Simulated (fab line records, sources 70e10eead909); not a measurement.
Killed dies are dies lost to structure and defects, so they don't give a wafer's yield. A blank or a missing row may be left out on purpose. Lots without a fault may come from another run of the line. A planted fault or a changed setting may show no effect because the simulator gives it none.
fab line records | flow nand_harc
record lots=6 wafers=18 last_day=25
route steps=1159 shown A_SOURCE_PLATE@414 A_ONON_D1@424 END@1159
lots that met no fault: from a run of the same line without faults
start_h: hours from the record's first day to the start of the lot's first wafer shown | wait_h: hours since the lot's step before | " the same as in the row above | L1.1+2: a row that stands for several wafers | - no value, or no start given | * or withheld: withheld | < > ~ a bound
route shown NAME@n: a module of which the file shows steps, and the number in the route of the first | usual: mean/standard deviation of fault-free wafers | same: alike in all rows | chamber/n: place in a boat | sites: the reading at each site | _std_site: their standard deviation | _edge_site: outer sites' mean less inner sites' | radius_mm: how far each site lies from the wafer's centre | mask NAME#n: copy n | behind: the tool/chamber that last shaped the wafer | hold: why the lot was held/for how many hours/how that ended | device: the transistor (n, p or np) that didn't switch | end of line: the same wafers' tests at the end of the route | a step without rows: its recipe alone | killed: dies lost to structure and defects at the first sort, not the wafer's yield | map: a wafer's dies, x killed, . not, _ none there
set.NAME: the setting as run; set.NAME@STEP: as run at that earlier step | model.NAME: the simulator's own value behind a step, which no gauge read
lots at some steps of the route; a table a step, a row a wafer
services: from which hour (start_h, from the record's first day; less than 0 if before it) a tool's chamber was out of use, for how many hours, and why
## steps
# step NHARC_A_SOURCE_PLATE_SRD_01
# step NHARC_A_SOURCE_PLATE_OXIDE_02
# recipe target_thk_a=100 temp_c=900 ox_time_s=1362 material=SiO2
# step NHARC_A_SOURCE_PLATE_THK_MEAS_09
# recipe thk_meas_gauge=ellipsometry
# usual thk_nm=9.6/0.94
# columns lot.wafer tool chamber start_h wait_h thk_nm
L225.1 film_metro-02 - 142.49 0.4 9.0
L225.2 " - " " 8.4
L225.6 " - " " 8.5
L229.1 film_metro-02 - 174.24 0.4 9.4
L229.3 " - " " 11.1
L229.4 " - " " 9.5
L232.1 film_metro-02 - 191.49 0.4 10.5
L232.5 " - " " 8.4
L232.6 " - " " 11.2
L236.1 film_metro-01 - 223.02 0.4 10.1
L236.3 " - " " 9.7
L236.4 " - " " 8.5
L243.3 film_metro-02 - 250.45 0.4 9.3
L243.4 " - " " 10.1
L243.5 " - " " 10.5
L247.3 film_metro-01 - 276.68 0.4 8.7
L247.5 " - " " 8.7
L247.6 " - " " 10.0
# step NHARC_A_SOURCE_PLATE_PVD_04
# recipe target_thk_a=500 material=WSi2
# step NHARC_A_SOURCE_PLATE_CVD_03
# recipe target_thk_a=2000 temp_c=620 pressure_mtorr=200 time_s=4000 material=poly-Si
# step NHARC_A_SOURCE_PLATE_ANNEAL_05
# recipe temp_c=850 time_s=1800
# step NHARC_A_SOURCE_PLATE_THK_MEAS_06
# recipe thk_meas_gauge=ellipsometry
# usual thk_nm=200.6/2.5
# columns lot.wafer tool chamber start_h wait_h thk_nm
L225.1 film_metro-02 - 157.95 0.4 200.5
L225.2 " - " " 201.2
L225.6 " - " " 201.6
L229.1 film_metro-01 - 189.10 0.4 201.2
L229.3 " - " " 199.8
L229.4 " - " " 199.2
L232.1 film_metro-01 - 205.61 0.4 198.3
L232.5 " - " " 198.8
L232.6 " - " " 198.1
L236.1 film_metro-02 - 237.51 0.4 202.5
L236.3 " - " " 202.0
L236.4 " - " " 202.5
L243.3 film_metro-02 - 263.32 0.4 199.4
L243.4 " - " " 199.6
L243.5 " - " " 200.8
L247.3 film_metro-02 - 292.15 0.4 200.4
L247.5 " - " " 202.9
L247.6 " - " " 201.2
# step NHARC_A_SOURCE_PLATE_INSPECT_08
# usual raw_defect_count=58/27
# columns lot.wafer tool chamber start_h wait_h raw_defect_count
L225.1 defect_inspect-02 - 158.04 0.0 61
L225.2 " - " " 46
L225.6 " - " " 26
L229.1 defect_inspect-01 - 189.19 0.0 71
L229.3 " - " " 118
L229.4 " - " " 45
L232.1 defect_inspect-01 - 205.67 0.0 46
L232.5 " - " " 84
L232.6 " - " " 36
L236.1 defect_inspect-01 - 237.57 0.0 54
L236.3 " - " " 71
L236.4 " - " " 47
L243.3 defect_inspect-02 - 263.39 0.0 43
L243.4 " - " " 110
L243.5 " - " " 85
L247.3 defect_inspect-02 - 292.22 0.0 35
L247.5 " - " " 33
L247.6 " - " " 33
# step NHARC_A_ONON_D1_DEP_00
# recipe target_thk_a=10000 n2_flow_sccm=2750 n2o_flow_sccm=2000 nh3_flow_sccm=500 sih4_flow_sccm=210 temp_c=400
# step NHARC_A_ONON_D1_THK_MEAS_02
# recipe thk_meas_gauge=ellipsometry
# usual thk_nm=1003/7
# columns lot.wafer tool chamber start_h wait_h thk_nm
L225.1 film_metro-01 - 158.62 - 1015
L225.2 " - " " 1015
L225.6 " - " " 1014
L229.1 film_metro-01 - 189.76 - 996
L229.3 " - " " 997
L229.4 " - " " 996
L232.1 film_metro-02 - 206.27 - 1009
L232.5 " - " " 1008
L232.6 " - " " 1007
L236.1 film_metro-02 - 238.15 - 999
L236.3 " - " " 1001
L236.4 " - " " 998
L243.3 film_metro-02 - 263.98 - 996
L243.4 " - " " 995
L243.5 " - " " 998
L247.3 film_metro-02 - 292.79 - 1014
L247.5 " - " " 1014
L247.6 " - " " 1014
# step NHARC_A_ONON_D1_DEP_03
# recipe target_thk_a=10000 n2_flow_sccm=2750 n2o_flow_sccm=2000 nh3_flow_sccm=500 sih4_flow_sccm=210 temp_c=400
# usual sih4_flow_sccm=210.0/0.58
# columns lot.wafer tool chamber start_h wait_h sih4_flow_sccm
L225.1 pecvd_onon-01 0 158.81 0.2 209.6
L225.2 " 0 " " 209.6
L225.6 " 0 " " 210.0
L229.1 pecvd_onon-04 0 189.82 0.1 210.5
L229.3 " 0 " " 209.2
L229.4 " 0 " " 209.8
L232.1 pecvd_onon-04 0 206.33 0.1 210.0
L232.5 " 0 " " 211.1
L232.6 " 0 " " 210.0
L236.1 pecvd_onon-03 0 238.21 0.1 209.6
L236.3 " 0 " " 209.3
L236.4 " 0 " " 209.5
L243.3 pecvd_onon-04 0 264.29 0.3 209.5
L243.4 " 0 " " 210.1
L243.5 " 0 " " 210.4
L247.3 pecvd_onon-04 0 292.96 0.2 210.2
L247.5 " 0 " " 209.6
L247.6 " 0 " " 210.3
# step NHARC_A_ONON_D1_THK_MEAS_05
# recipe thk_meas_gauge=ellipsometry
# usual thk_nm=1002/11
# columns lot.wafer tool chamber start_h wait_h hold thk_nm
L225.1 film_metro-02 - 159.33 - - 995
L225.2 " - " " - 994
L225.6 " - " " - 995
L229.1 film_metro-01 - 190.33 - await_dispo/0.2h/release 1480
L229.3 " - " " await_dispo/0.2h/release 1481
L229.4 " - " " await_dispo/0.2h/release 1479
L229.1 film_metro-01 - 190.50 0.2 - 1480
L229.3 " - " " - 1479
L229.4 " - " " - 1479
L232.1 film_metro-02 - 206.83 - await_dispo/0.2h/release 1497
L232.5 " - " " await_dispo/0.2h/release 1498
L232.6 " - " " await_dispo/0.2h/release 1498
L232.1 film_metro-02 - 207.00 0.2 - 1496
L232.5 " - " " - 1497
L232.6 " - " " - 1496
L236.1 film_metro-02 - 238.72 - - 997
L236.3 " - " " - 999
L236.4 " - " " - 996
L243.3 film_metro-01 - 264.68 - - 1009
L243.4 " - " " - 1010
L243.5 " - " " - 1009
L247.3 film_metro-02 - 293.36 - - 997
L247.5 " - " " - 1000
L247.6 " - " " - 1000
# step NHARC_END_SORT_01
# recipe temp_c=25
# usual defect_limited_yield=95.1/1.8 killed_at_array=29/11 killed_at_other=0.6/0.89 killed_at_periphery=3.8/2.8 killed_dies=33/12 killed_open=3.5/1.9 killed_short=1.9/1.3 sort_bin_2_pct=1.5/0.72 sort_bin_3_pct=0.28/0.23 sort_bin_4_pct=3.1/1.2 sort_n_pass=644/12 sort_rim_yield_pct=94.8/2.9 sort_yield_pct=95.1/1.8
# same gross_dies=677 sort_bin_5_pct[%]=0 sort_bin_6_pct[%]=0 sort_bin_7_pct[%]=0 sort_bin_8_pct[%]=0 sort_rim_n_gross=106.00
# columns lot.wafer tool chamber start_h wait_h defect_limited_yield[%] killed_at_array killed_at_other killed_at_periphery killed_dies killed_open killed_short sort_bin_2_pct[%] sort_bin_3_pct[%] sort_bin_4_pct[%] sort_n_pass sort_rim_yield_pct[%] sort_yield_pct[%]
L236.1 prober-02 0 500.01 2.5 94.1 37 2 1 40 3 1 1.8 0.15 4.0 637 95.3 94.1
L236.3 prober-02 0 501.60 3.1 97.2 18 0 1 19 3 0 1.0 0.30 1.5 658 95.3 97.2
L236.4 prober-02 0 502.40 3.4 94.7 29 5 2 36 3 1 1.8 0.30 3.2 641 99.1 94.7
L243.3 prober-01 0 548.77 3.1 91.4 53 1 4 58 6 0 2.4 0.74 5.5 619 90.6 91.4
L243.4 prober-01 0 549.57 3.4 92.0 49 1 4 54 4 4 3.0 0.74 4.3 623 92.5 92.0
L243.5 prober-01 0 550.36 3.7 91.9 49 0 6 55 4 3 1.6 0.89 5.6 622 99.1 91.9
L247.3 prober-01 0 587.02 3.1 96.5 19 1 4 24 4 4 0.9 0 2.7 653 97.2 96.5
L247.5 prober-01 0 588.63 3.7 95.6 27 0 3 30 1 0 2.1 0.15 2.2 647 99.1 95.6
L247.6 prober-01 0 589.43 4.0 95.3 15 1 16 32 8 1 1.5 0.30 3.0 645 94.3 95.3
# killed by level:class
L236.1 A_SLIT:chamber_film_flake=15 A_STAIRCASE:chamber_film_flake=7 A_CHANNEL_HOLE_D1:chamber_film_flake=4 A_CHANNEL_FILL_D1:chamber_film_flake=4 THIN_TSV:chamber_film_flake=2 A_CHANNEL_FILL_D1:geometric_particle:short=1 A_SGD_CUT:geometric_particle:open=1 A_CONTACT:geometric_particle:open=1
L236.3 A_SLIT:chamber_film_flake=7 A_STAIRCASE:chamber_film_flake=4 A_CHANNEL_HOLE_D1:chamber_film_flake=3 P_GATE:geometric_particle:open=1 A_SGD_CUT:geometric_particle:open=1 A_WL_FILL:geometric_particle:open=1 A_CHANNEL_FILL_D1:chamber_film_flake=1 A_CONTACT:chamber_film_flake=1
L236.4 A_SLIT:chamber_film_flake=11 A_STAIRCASE:chamber_film_flake=6 THIN_TSV:chamber_film_flake=5 A_CONTACT:chamber_film_flake=3 A_CHANNEL_HOLE_D1:chamber_film_flake=2 A_CHANNEL_FILL_D1:chamber_film_flake=2 A_SOURCE_PLATE:geometric_particle:short=1 A_CHANNEL_FILL_D1:geometric_particle:open=1
L243.3 A_CHANNEL_HOLE_D1:chamber_film_flake=25 A_SLIT:chamber_film_flake=18 P_GATE:chamber_film_flake=3 A_CONTACT:geometric_particle:open=2 A_M0:geometric_particle:open=2 P_M0:geometric_particle:open=1 A_CHANNEL_FILL_D1:geometric_particle:open=1 A_CHANNEL_FILL_D1:chamber_film_flake=1
L243.4 A_CHANNEL_HOLE_D1:chamber_film_flake=25 A_SLIT:chamber_film_flake=14 A_WL_FILL:geometric_particle:short=2 P_STI:chamber_film_flake=2 P_GATE:chamber_film_flake=2 A_CHANNEL_HOLE_D1:geometric_particle:short=1 A_CHANNEL_FILL_D1:geometric_particle:open=1 A_CHANNEL_FILL_D1:geometric_particle:short=1
L243.5 A_SLIT:chamber_film_flake=21 A_CHANNEL_HOLE_D1:chamber_film_flake=19 P_GATE:chamber_film_flake=6 A_ONON_D1:geometric_particle:short=2 A_BLC:geometric_particle:open=2 A_ONON_D1:geometric_particle:open=1 A_CHANNEL_FILL_D1:geometric_particle:open=1 A_WL_FILL:geometric_particle:short=1
L247.3 A_CHANNEL_HOLE_D1:chamber_film_flake=7 A_SOURCE_PLATE:geometric_particle:short=2 A_CONTACT:geometric_particle:open=2 A_CONTACT:chamber_film_flake=2 P_M0:geometric_particle:open=1 A_ONON_D1:geometric_particle:short=1 A_WL_FILL:geometric_particle:short=1 P_ZERO_WELL:chamber_film_flake=1
L247.5 A_CHANNEL_HOLE_D1:chamber_film_flake=15 A_CONTACT:chamber_film_flake=6 A_ZERO_WELL:chamber_film_flake=3 P_ZERO_WELL:chamber_film_flake=2 A_CONTACT:geometric_particle:open=1 P_M0:chamber_film_flake=1 A_CHANNEL_FILL_D1:chamber_film_flake=1 A_STAIRCASE:chamber_film_flake=1
L247.6 P_M0:chamber_film_flake=7 A_CHANNEL_HOLE_D1:chamber_film_flake=5 P_ZERO_WELL:chamber_film_flake=4 A_CONTACT:chamber_film_flake=4 A_ONON_D1:geometric_particle:open=3 P_STI:chamber_film_flake=2 P_CONTACT:geometric_particle:open=1 P_M0:geometric_particle:open=1
## services
# columns tool chamber start_h hours kind
pecvd_onon-03 - 153.00 13.0 pm
pecvd_onon-01 - 172.79 7.4 repair
pecvd_onon-01 - 195.00 13.0 pm
pecvd_onon-04 - 237.00 13.0 pm
## key
first_sign step=NHARC_A_ONON_D1_THK_MEAS_05 reading=visit direction=added
effect step=NHARC_A_ONON_D1_THK_MEAS_05 reading=thk_nm direction=up sigmas=45 usual=1002 struck=1489
met_at NHARC_A_ONON_D1_DEP_03
struck_wafers L229.1,L229.3,L229.4,L232.1,L232.5,L232.6
scrapped_behind NHARC_A_ONON_D1_THK_MEAS_05 L232.1,L232.5,L232.6
sort_left_out L229.1,L229.3,L229.4
tester_left_out L229
fault kind=process_parameter_drift tool=pecvd_onon-04 chamber=0 onset_h=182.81 steps=NHARC_A_ONON_D1_DEP_03 channel=target_thk_a offset=* shape=step end_h=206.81 acts_in=* stated=*
# tester_left_out: of these lots the tester's yield and bins aren't shown, on N5 and GAA mostly nor the transistor test; their killed dies are dies lost to structure and defects alone, not to doping, threshold or leakage, so they don't give the yield
# sort_left_out: the simulated sort isn't trusted on such a fault, so these wafers' sort isn't shown, and their yield isn't known
